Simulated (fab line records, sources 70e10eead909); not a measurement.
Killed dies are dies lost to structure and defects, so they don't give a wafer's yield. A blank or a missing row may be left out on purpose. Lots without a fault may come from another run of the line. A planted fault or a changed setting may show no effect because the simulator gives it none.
A struck lot beside a sound one | flow nand_harc | 15 steps out of a route of 1302
Sound: wafers L409.4, L409.5, L409.6. Struck: wafer L418.1. (L418.6 of the same lot was not struck and is left out.) The cause comes at the end.
At each step with rows: each side's tool, then ch and its chambers, then its first start. Under that, the readings that differ: sound wafers | struck wafers | difference of the means | sigmas: that difference in standard deviations of wafers without a fault.
alike: readings whose means differ by less than 2 such deviations, and words and numbers that are the same on both sides. not compared: withheld readings, readings that some wafer has no value for, bounds like >300 that may hide the same value, and numbers for which the record gives no deviation and whose values overlap.
The two part at a step that has a row with sigmas, a row that says differs or no value, or rows on one side only. Numbers that don't overlap but have no deviation are shown without sigmas and don't part them. A reading that every wafer of one side lacks parts them only if that side has two wafers or more.

first, 1 step without rows for these wafers: NHARC_A_ONON_D1_DEP_00 (target thk 1000 nm).
NHARC_A_ONON_D1_THK_MEAS_02: measures by ellipsometry.
  sound on film_metro-02, day 10 03:49; struck on film_metro-01, day 13 20:32
  reading     | sound          | struck | difference | sigmas
  thk_nm (nm) | 1014 1015 1012 | 985    | -29        | -3
then, 1 step without rows for these wafers: NHARC_A_ONON_D1_DEP_03 (target thk 1000 nm).
NHARC_A_ONON_D1_THK_MEAS_05: measures by ellipsometry.
  sound on film_metro-02, day 10 04:23; struck on film_metro-01, day 13 21:07
  reading     | sound       | struck | difference | sigmas
  thk_nm (nm) | 997 999 998 | 1022   | +24        | +2
then, 1 step without rows for these wafers: NHARC_A_ONON_D1_DEP_06 (target thk 1000 nm).
NHARC_A_ONON_D1_THK_MEAS_08: measures by ellipsometry.
  sound on film_metro-02, day 10 04:57; struck on film_metro-02, day 13 21:40
  alike: thk_nm
then, 1 step without rows for these wafers: NHARC_A_ONON_D1_DEP_09 (target thk 1000 nm).
NHARC_A_ONON_D1_THK_MEAS_11: measures by ellipsometry.
  sound on film_metro-01, day 10 05:31; struck on film_metro-01, day 13 22:14
  alike: thk_nm
then, 1 step without rows for these wafers: NHARC_A_ONON_D1_DEP_12 (target thk 1000 nm).
NHARC_A_ONON_D1_THK_MEAS_14: measures by ellipsometry.
  sound on film_metro-02, day 10 06:05; struck on film_metro-02, day 13 22:49
  alike: thk_nm
then, 1 step without rows for these wafers: NHARC_A_ONON_D1_ANNEAL_15 (time 3600 s).
NHARC_A_ONON_D1_DEP_16: target thk 1000 nm.
  sound on pecvd_onon-02 ch 0, day 10 13:20; struck on pecvd_onon-03 ch 0, day 14 07:40
  alike: n2_flow_sccm
NHARC_A_ONON_D1_THK_MEAS_18: measures by ellipsometry.
  sound on film_metro-02, day 10 13:40; struck on film_metro-02, day 14 08:11
  reading     | sound       | struck | difference | sigmas
  thk_nm (nm) | 993 994 994 | 1531   | +537       | +38
then, 1 step without rows for these wafers: NHARC_A_ONON_D1_DEP_19 (target thk 1000 nm).
-- the record jumps here: 16 days lie between the struck wafers' starts before and after (it left off in module A_ONON_D1 and takes up again in module END, whose first step shown is number 1302 of the route) --
NHARC_END_SORT_01:
  the record has rows for the struck wafers here (prober-02 ch 0, day 30 19:32) and none for the sound ones

WHERE THEY PART
First at NHARC_A_ONON_D1_THK_MEAS_02; last, within this record, at NHARC_END_SORT_01.

WHY: what the simulator had put in
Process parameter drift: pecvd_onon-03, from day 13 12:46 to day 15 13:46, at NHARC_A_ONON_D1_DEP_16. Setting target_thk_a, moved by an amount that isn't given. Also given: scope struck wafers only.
